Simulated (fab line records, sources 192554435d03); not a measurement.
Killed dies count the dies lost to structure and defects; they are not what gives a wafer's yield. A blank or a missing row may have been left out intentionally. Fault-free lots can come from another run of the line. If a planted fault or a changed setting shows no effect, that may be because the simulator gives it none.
A lot that was struck, set against a sound lot	flow n5 finfet	14 out of 1938 route steps
Sound: the wafers L785.3, L785.4, L785.6. The struck wafers were L797.1, L797.3, L797.4. The cause comes at the end.
Order at every step that has rows: each side's tool, ch and its chambers, its first start. Under that, the readings that differ: sound wafers	struck wafers	difference of the means	sigmas: that difference in standard deviations of wafers without a fault.
alike: readings whose means differ by less than 2 such deviations, and words and numbers that are the same on both sides. not compared: withheld readings, readings that some wafer has no value for, bounds like >300 that may hide the same value, and numbers for which the record gives no deviation and whose values overlap.
A row with sigmas, a row that says differs or no value, or rows on one side alone: a step with any of these is where the two part. Numbers that don't overlap but have no deviation are shown without sigmas and don't part them. A reading that every wafer of one side lacks parts them only if that side has two wafers or more.

N5_BEOL_M12_THK_MEAS_50: measures by xrf.
  sound: film metro-02 at day 11 06:42; struck: film metro-02 at day 14 12:21
  alike: M12_THK
then, 1 step without rows for these wafers: N5_BEOL_M12_PRE_CLEAN_52 (time 15 s).
N5_BEOL_M12_DEP_53: deposits SiCN from 3MS/NH3, target thk 30 nm, time 10.5 s.
  sound on pecvd-02 ch 0,1, day 11 06:46; struck on pecvd-02 ch 0,1,2, day 14 12:25
  alike: showerhead plenum p Torr, throttle valve pct
N5_BEOL_M12_RS_MEAS_54: uses a four-point probe to measure.
  sound: film metro-02 at day 11 06:50; struck: film metro-02 at day 14 12:28
  alike: M12_RS
N5_BEOL_M12_INSPECT_55: inspects for defects (darkfield).
  sound: defect inspect-02 at day 11 06:51; struck: defect inspect-02 at day 14 12:30
  alike: raw defect count
N5_BEOL_M13_ILD_DEP_00: deposits SiOC from DEMS/O2, target thk 837.92 nm, time 166.4 s.
  sound on pecvd-03 ch 0,2, day 11 06:53; struck on pecvd-02 ch 0,1,2, day 14 12:32
  alike: heater power w, showerhead plenum p Torr, throttle valve pct
N5_BEOL_M13_THK_MEAS_01:
  sound: film metro-02 at day 11 07:02; struck: film metro-01 at day 14 12:41
  alike: M13_ILD_THK
then, 5 steps without rows for these wafers: N5_BEOL_M13_COAT_58 (time 60 s, resist thk 89 nm); N5_BEOL_M13_COAT_04 (resist thk 400 nm); N5_BEOL_M13_EBR_06; N5_BEOL_M13_SOFTBAKE_05 (time 60 s); N5_BEOL_M13_EXPOSE_07 (exposes mask V12).
N5_BEOL_M13_PEB_08: peb time 90 s.
  sound on litho track-04 ch 0, day 11 07:21; struck on litho track-03, day 14 13:00
  no value came back on the struck wafers for chill plate temp C (C), exhaust pa (Pa), peb time s (s); on the sound wafers chill plate temp C (C) reads 22.93 23.05 23.08
then, 1 step without rows for these wafers: N5_BEOL_M13_DEVELOP_09 (develop time 45 s).

WHERE THEY PART
Only at N5_BEOL_M13_PEB_08, within this record.

WHY: the cause the simulator had injected
Beginning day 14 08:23, the whole step at N5_BEOL_M13_PEB_08 was skipped on litho track-03. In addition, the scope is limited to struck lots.
